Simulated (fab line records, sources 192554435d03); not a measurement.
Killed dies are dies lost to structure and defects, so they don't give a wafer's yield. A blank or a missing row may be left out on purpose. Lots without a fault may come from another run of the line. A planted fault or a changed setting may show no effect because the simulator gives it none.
Which tool did it? | flow n5_finfet | 24 lots, 72 wafers sampled, at 6 steps of a route of 1938

WHAT THE GAUGES READ, wafer by wafer
The record holds no reading of a measuring or inspecting step that can be judged against a usual standard deviation.

WHICH TOOL RAN EACH LOT (tool, then ch and the chambers of the sampled wafers, then the start)
lot  | N5_BEOL_M1_ETCH_41                            | N5_BEOL_M1_PRE_CLEAN_45      | N5_BEOL_M1_SPUTTER_92        | N5_BEOL_M1_SPUTTER_94        | N5_BEOL_M1_CO_CAP_55             | N5_BEOL_M2_ILD_DEP_00
L074 | rie_diel-04 ch 0,1,3, day 7 16:41 or earlier  | pvd_sputter-03, day 7 16:41  | pvd_sputter-03, day 7 18:58  | pvd_sputter-03, day 7 19:11  | cvd_co-02 ch 1,2, day 7 20:16    | pecvd-03 ch 0,1,2, day 7 20:31
L075 | rie_diel-02 ch 1,2, day 7 19:39 or earlier    | pvd_sputter-01, day 7 19:39  | pvd_sputter-01, day 7 21:53  | pvd_sputter-01, day 7 22:07  | cvd_co-01 ch 0,1, day 7 23:11    | pecvd-04 ch 0,2, day 7 23:28
L076 | rie_diel-02 ch 1,2, day 7 21:58 or earlier    | pvd_sputter-02, day 7 21:58  | pvd_sputter-02, day 7 23:52  | pvd_sputter-02, day 8 00:05  | cvd_co-02 ch 0,1,2, day 8 01:26  | pecvd-02 ch 0,1,2, day 8 01:41
L080 | rie_diel-04 ch 0,2, day 7 22:03 or earlier    | pvd_sputter-02, day 7 22:03  | pvd_sputter-03, day 8 04:43  | pvd_sputter-03, day 8 04:56  | cvd_co-02 ch 1,2, day 8 06:58    | pecvd-03 ch 0,1, day 8 07:13
L077 | rie_diel-04 ch 0,2,3, day 7 22:08 or earlier  | pvd_sputter-02, day 7 22:08  | pvd_sputter-01, day 8 00:05  | pvd_sputter-01, day 8 00:18  | cvd_co-01 ch 0,1,2, day 8 01:40  | pecvd-04 ch 0,2, day 8 01:56
L079 | rie_diel-05 ch 0,1,2, day 7 22:25 or earlier  | pvd_sputter-02, day 7 22:25  | pvd_sputter-02, day 8 01:47  | pvd_sputter-02, day 8 02:01  | cvd_co-02 ch 0,1,2, day 8 03:22  | pecvd-03 ch 0,1, day 8 03:37
L078 | rie_diel-04 ch 1,2,3, day 8 02:40 or earlier  | pvd_sputter-01, day 8 02:40  | pvd_sputter-01, day 8 06:22  | pvd_sputter-01, day 8 06:35  | cvd_co-02 ch 0,2, day 8 07:42    | pecvd-04 ch 0,2, day 8 07:57
L081 | rie_diel-02 ch 1,2,3, day 8 05:34 or earlier  | pvd_sputter-03, day 8 05:34  | pvd_sputter-01, day 8 08:31  | pvd_sputter-01, day 8 08:44  | cvd_co-02 ch 0,1, day 8 09:50    | pecvd-04 ch 1,2, day 8 10:04
L082 | rie_diel-04 ch 1,2,3, day 8 08:29 or earlier  | pvd_sputter-03, day 8 08:29  | pvd_sputter-02, day 8 10:29  | pvd_sputter-02, day 8 10:42  | cvd_co-02 ch 0,1, day 8 11:47    | pecvd-03 ch 0,1, day 8 12:02
L084 | rie_diel-04 ch 0,2,3, day 8 15:14 or earlier  | pvd_sputter-03, day 8 15:14  | pvd_sputter-01, day 8 17:20  | pvd_sputter-01, day 8 17:33  | cvd_co-01 ch 0,1, day 8 18:44    | pecvd-03 ch 1,2, day 8 18:59
L083 | rie_diel-05 ch 0,3, day 8 18:18 or earlier    | pvd_sputter-02, day 8 18:18  | pvd_sputter-01, day 8 20:11  | pvd_sputter-01, day 8 20:25  | cvd_co-02 ch 0,1,2, day 8 22:28  | pecvd-04 ch 1,2, day 8 22:43
L085 | rie_diel-04 ch 1,3, day 9 04:08 or earlier    | pvd_sputter-02, day 9 04:08  | pvd_sputter-03, day 9 06:08  | pvd_sputter-03, day 9 06:21  | cvd_co-01 ch 0,1, day 9 07:49    | pecvd-04 ch 0,1, day 9 08:04
L086 | rie_diel-05 ch 2,3, day 9 11:22 or earlier    | pvd_sputter-03, day 9 11:22  | pvd_sputter-03, day 9 14:59  | pvd_sputter-03, day 9 15:12  | cvd_co-01 ch 1,2, day 9 16:42    | pecvd-04 ch 0,1,2, day 9 16:57
L087 | rie_diel-02 ch 0,3, day 10 05:17 or earlier   | pvd_sputter-01, day 10 05:17 | pvd_sputter-01, day 10 07:09 | pvd_sputter-01, day 10 07:22 | cvd_co-01 ch 0,2, day 10 08:28   | pecvd-02 ch 0,1, day 10 08:43
L088 | rie_diel-05 ch 0,1,2, day 10 14:18 or earlier | pvd_sputter-03, day 10 14:18 | pvd_sputter-01, day 10 16:13 | pvd_sputter-01, day 10 16:26 | cvd_co-01 ch 0,1,2, day 10 19:11 | pecvd-03 ch 0,1,2, day 10 19:26
L089 | rie_diel-02 ch 0,2, day 10 20:22 or earlier   | pvd_sputter-02, day 10 20:22 | pvd_sputter-02, day 10 22:14 | pvd_sputter-02, day 10 22:27 | cvd_co-01 ch 0,2, day 11 00:22   | pecvd-03 ch 1,2, day 11 00:37
L090 | rie_diel-05 ch 0,1,2, day 10 20:28 or earlier | pvd_sputter-03, day 10 20:28 | pvd_sputter-03, day 10 22:20 | pvd_sputter-03, day 10 22:33 | cvd_co-02 ch 0,1,2, day 11 00:38 | pecvd-03 ch 0,1,2, day 11 00:54
L091 | rie_diel-04 ch 0,2, day 10 20:37 or earlier   | pvd_sputter-03, day 10 20:37 | pvd_sputter-02, day 11 00:04 | pvd_sputter-02, day 11 00:17 | cvd_co-02 ch 0,2, day 11 01:43   | pecvd-03 ch 1, day 11 01:58
L092 | rie_diel-05 ch 1,2,3, day 10 23:29 or earlier | pvd_sputter-01, day 10 23:29 | pvd_sputter-01, day 11 01:20 | pvd_sputter-01, day 11 01:34 | cvd_co-01 ch 0,1,2, day 11 02:51 | pecvd-02 ch 0,1, day 11 03:05
L093 | rie_diel-05 ch 0,2,3, day 11 01:54 or earlier | pvd_sputter-01, day 11 01:54 | pvd_sputter-03, day 11 03:49 | pvd_sputter-03, day 11 04:02 | cvd_co-01 ch 0,2, day 11 05:55   | pecvd-03 ch 0,1, day 11 06:10
L094 | rie_diel-02 ch 0,2,3, day 11 07:52 or earlier | pvd_sputter-02, day 11 07:52 | pvd_sputter-03, day 11 09:42 | pvd_sputter-03, day 11 09:55 | cvd_co-01 ch 0,1,2, day 11 12:13 | pecvd-03 ch 0,1,2, day 11 12:28
L095 | rie_diel-04 ch 0,1,3, day 11 13:48 or earlier | pvd_sputter-03, day 11 13:48 | pvd_sputter-02, day 11 15:48 | pvd_sputter-02, day 11 16:01 | cvd_co-01 ch 0,1,2, day 11 17:36 | pecvd-04 ch 0,1,2, day 11 17:50
L096 | rie_diel-04 ch 0,2,3, day 12 00:49 or earlier | pvd_sputter-01, day 12 00:49 | pvd_sputter-01, day 12 02:52 | pvd_sputter-01, day 12 03:05 | cvd_co-02 ch 1,2, day 12 04:10   | pecvd-04 ch 0,1,2, day 12 04:25
L097 | rie_diel-05 ch 1,2, day 12 07:26 or earlier   | pvd_sputter-03, day 12 07:26 | pvd_sputter-02, day 12 09:15 | pvd_sputter-02, day 12 09:28 | cvd_co-02 ch 0,2, day 12 10:34   | pecvd-04 ch 0,1,2, day 12 10:49
- N5_BEOL_M1_ETCH_41: etches SiCN in CH3F/O2, target depth 31.9 nm, time 57.8 s.
- N5_BEOL_M1_PRE_CLEAN_45: time 30 s.
- N5_BEOL_M1_SPUTTER_92: material Cu, target thk 4.5 nm, time 8.29 s.
- N5_BEOL_M1_SPUTTER_94: material Cu, target thk 4.5 nm, time 8.29 s.
- N5_BEOL_M1_CO_CAP_55: material Co, precursor CCTBA/H2, target thk 2 nm, time 102.1 s.
- N5_BEOL_M2_ILD_DEP_00: deposits SiOC from DEMS/O2, target thk 79 nm, time 15.3 s.

WHAT THE TOOLS THEMSELVES READ (means of the sampled wafers that have a number; where no wafer has one, the mark that the record gives instead)
N5_BEOL_M1_ETCH_41.
lot  | tool        | drypump_motor_current_A (A) | oes_product_au (a.u.) | rf_vpp_V (V) | showerhead_plenum_p_Torr (Torr) | throttle_valve_pct (%)
L074 | rie_diel-04 | 5.7                         | 0.72                  | 296.6        | 1.99                            | 16.52
L075 | rie_diel-02 | 5.8                         | 0.67                  | 297.9        | 2.07                            | 16.40
L076 | rie_diel-02 | 5.8                         | 0.68                  | 298.6        | 2.06                            | 16.40
L080 | rie_diel-04 | 5.7                         | 0.70                  | 296.8        | 1.99                            | 16.60
L077 | rie_diel-04 | 5.7                         | 0.70                  | 296.7        | 1.95                            | 16.57
L079 | rie_diel-05 | 5.4                         | 0.78                  | 296.9        | 2.01                            | 16.16
L078 | rie_diel-04 | 5.8                         | 0.71                  | 297.1        | 1.98                            | 16.43
L081 | rie_diel-02 | 5.6                         | 0.67                  | 298.4        | 2.03                            | 16.52
L082 | rie_diel-04 | 5.7                         | 0.71                  | 296.2        | 1.98                            | 16.42
L084 | rie_diel-04 | 5.7                         | 0.69                  | 296.5        | 1.95                            | 16.59
L083 | rie_diel-05 | 6.0                         | 0.88                  | 299.2        | 2.08                            | 16.29
L085 | rie_diel-04 | 5.6                         | 0.71                  | 295.9        | 1.95                            | 16.52
L086 | rie_diel-05 | 6.0                         | 0.79                  | 298.6        | 2.04                            | 16.19
L087 | rie_diel-02 | 5.4                         | 0.87                  | 296.9        | 1.94                            | 16.30
L088 | rie_diel-05 | 5.4                         | 0.76                  | 296.7        | 2.00                            | 16.19
L089 | rie_diel-02 | 5.4                         | 0.80                  | 296.0        | 1.94                            | 16.22
L090 | rie_diel-05 | 5.4                         | 0.76                  | 297.4        | 2.00                            | 16.19
L091 | rie_diel-04 | 5.7                         | 0.78                  | 296.9        | 1.99                            | 16.49
L092 | rie_diel-05 | 5.8                         | 0.83                  | 298.6        | 2.05                            | 16.18
L093 | rie_diel-05 | 5.8                         | 0.79                  | 298.7        | 2.04                            | 16.26
L094 | rie_diel-02 | 5.5                         | 0.86                  | 297.0        | 1.96                            | 16.19
L095 | rie_diel-04 | 5.7                         | 0.70                  | 296.0        | 1.98                            | 16.57
L096 | rie_diel-04 | 5.7                         | 0.77                  | 295.6        | 1.95                            | 16.47
L097 | rie_diel-05 | 5.4                         | 0.79                  | 297.6        | 2.02                            | 16.13

N5_BEOL_M1_PRE_CLEAN_45.
lot  | tool           | heater_power_w (W)
L074 | pvd_sputter-03 | 348
L075 | pvd_sputter-01 | 351
L076 | pvd_sputter-02 | 319
L080 | pvd_sputter-02 | 323
L077 | pvd_sputter-02 | 327
L079 | pvd_sputter-02 | 334
L078 | pvd_sputter-01 | 320
L081 | pvd_sputter-03 | 353
L082 | pvd_sputter-03 | 348
L084 | pvd_sputter-03 | 346
L083 | pvd_sputter-02 | 319
L085 | pvd_sputter-02 | 318
L086 | pvd_sputter-03 | 340
L087 | pvd_sputter-01 | 280
L088 | pvd_sputter-03 | 353
L089 | pvd_sputter-02 | 331
L090 | pvd_sputter-03 | 345
L091 | pvd_sputter-03 | 338
L092 | pvd_sputter-01 | 343
L093 | pvd_sputter-01 | 320
L094 | pvd_sputter-02 | 323
L095 | pvd_sputter-03 | 346
L096 | pvd_sputter-01 | 299
L097 | pvd_sputter-03 | 367

N5_BEOL_M1_SPUTTER_92.
lot  | tool           | throttle_valve_pct (%)
L074 | pvd_sputter-03 | 31.5
L075 | pvd_sputter-01 | 30.3
L076 | pvd_sputter-02 | 30.7
L080 | pvd_sputter-03 | 30.3
L077 | pvd_sputter-01 | 30.5
L079 | pvd_sputter-02 | 30.0
L078 | pvd_sputter-01 | 30.2
L081 | pvd_sputter-01 | 29.4
L082 | pvd_sputter-02 | 29.8
L084 | pvd_sputter-01 | 30.2
L083 | pvd_sputter-01 | 30.1
L085 | pvd_sputter-03 | 29.1
L086 | pvd_sputter-03 | 28.9
L087 | pvd_sputter-01 | 30.1
L088 | pvd_sputter-01 | 30.4
L089 | pvd_sputter-02 | 30.1
L090 | pvd_sputter-03 | 28.9
L091 | pvd_sputter-02 | 30.9
L092 | pvd_sputter-01 | 29.8
L093 | pvd_sputter-03 | 30.2
L094 | pvd_sputter-03 | 30.3
L095 | pvd_sputter-02 | 30.3
L096 | pvd_sputter-01 | 29.6
L097 | pvd_sputter-02 | 30.0

N5_BEOL_M1_SPUTTER_94.
lot  | tool           | throttle_valve_pct (%)
L074 | pvd_sputter-03 | 31.5
L075 | pvd_sputter-01 | 30.3
L076 | pvd_sputter-02 | 31.0
L080 | pvd_sputter-03 | 30.3
L077 | pvd_sputter-01 | 30.3
L079 | pvd_sputter-02 | 30.0
L078 | pvd_sputter-01 | 30.2
L081 | pvd_sputter-01 | 29.4
L082 | pvd_sputter-02 | 29.7
L084 | pvd_sputter-01 | 30.1
L083 | pvd_sputter-01 | 30.0
L085 | pvd_sputter-03 | 29.1
L086 | pvd_sputter-03 | 28.9
L087 | pvd_sputter-01 | 30.3
L088 | pvd_sputter-01 | 30.1
L089 | pvd_sputter-02 | 30.1
L090 | pvd_sputter-03 | 29.0
L091 | pvd_sputter-02 | 30.9
L092 | pvd_sputter-01 | 29.5
L093 | pvd_sputter-03 | 30.4
L094 | pvd_sputter-03 | 30.4
L095 | pvd_sputter-02 | 30.4
L096 | pvd_sputter-01 | 29.6
L097 | pvd_sputter-02 | 29.8

N5_BEOL_M1_CO_CAP_55.
lot  | tool      | heater_power_w (W)
L074 | cvd_co-02 | 241
L075 | cvd_co-01 | 244
L076 | cvd_co-02 | 232
L080 | cvd_co-02 | 236
L077 | cvd_co-01 | 230
L079 | cvd_co-02 | 232
L078 | cvd_co-02 | 226
L081 | cvd_co-02 | 233
L082 | cvd_co-02 | 231
L084 | cvd_co-01 | 242
L083 | cvd_co-02 | 236
L085 | cvd_co-01 | 238
L086 | cvd_co-01 | 232
L087 | cvd_co-01 | 233
L088 | cvd_co-01 | 238
L089 | cvd_co-01 | 236
L090 | cvd_co-02 | 231
L091 | cvd_co-02 | 230
L092 | cvd_co-01 | 237
L093 | cvd_co-01 | 231
L094 | cvd_co-01 | 233
L095 | cvd_co-01 | 238
L096 | cvd_co-02 | 239
L097 | cvd_co-02 | 228

N5_BEOL_M2_ILD_DEP_00.
lot  | tool     | heater_power_w (W) | showerhead_plenum_p_Torr (Torr) | showerhead_vpp_V (V) | throttle_valve_pct (%)
L074 | pecvd-03 | 449                | 5.697                           | 1338                 | 11.8
L075 | pecvd-04 | 625                | 5.712                           | 1356                 | 11.9
L076 | pecvd-02 | 476                | 5.691                           | 1443                 | 12.0
L080 | pecvd-03 | 498                | 5.690                           | 1320                 | 12.1
L077 | pecvd-04 | 545                | 5.706                           | 1348                 | 11.5
L079 | pecvd-03 | 487                | 5.691                           | 1316                 | 12.2
L078 | pecvd-04 | 602                | 5.712                           | 1364                 | 11.8
L081 | pecvd-04 | 553                | 5.691                           | 1387                 | 11.3
L082 | pecvd-03 | 455                | 5.681                           | 1291                 | 12.0
L084 | pecvd-03 | 434                | 5.702                           | 1354                 | 12.1
L083 | pecvd-04 | 463                | 5.689                           | 1366                 | 11.5
L085 | pecvd-04 | 638                | 5.708                           | 1386                 | 11.8
L086 | pecvd-04 | 577                | 5.695                           | 1385                 | 11.6
L087 | pecvd-02 | 429                | 5.693                           | 1516                 | 11.9
L088 | pecvd-03 | 434                | 5.695                           | 1333                 | 11.9
L089 | pecvd-03 | 477                | 5.705                           | 1354                 | 12.1
L090 | pecvd-03 | 436                | 5.696                           | 1326                 | 11.8
L091 | pecvd-03 | 502                | 5.685                           | 1330                 | 12.5
L092 | pecvd-02 | 504                | 5.691                           | 1519                 | 12.0
L093 | pecvd-03 | 472                | 5.684                           | 1310                 | 12.0
L094 | pecvd-03 | 425                | 5.692                           | 1335                 | 11.9
L095 | pecvd-04 | 572                | 5.691                           | 1371                 | 11.7
L096 | pecvd-04 | 563                | 5.691                           | 1376                 | 11.6
L097 | pecvd-04 | 582                | 5.698                           | 1383                 | 11.9

THE ANSWER, worked out from the rows above alone
Rule: what is usual is taken from the lots themselves. Put in order of their means at a reading, lots are off if they are a third of the lots or fewer, leave a main group of 4 or more, and stand apart from it by a gap of 3 or more times the standard deviation of the main group's means; of several such gaps the widest counts. A main group whose means are all the same, to the digits that the tables above print for the reading, isn't used. A lot without any number at a reading at which 4 lots or more have one is off too. The other lots that the step has rows for count as sound. The gauges are gone through in route order, then the tools' own readings, and for those a lot's mean is taken as printed above. The first step at which some lot is off is used, and at that step the reading that is off furthest; a lot without a number counts as furthest.
No lot is off at any reading shown: from this, nothing can be told.

WHAT THE SIMULATOR HAD PUT IN
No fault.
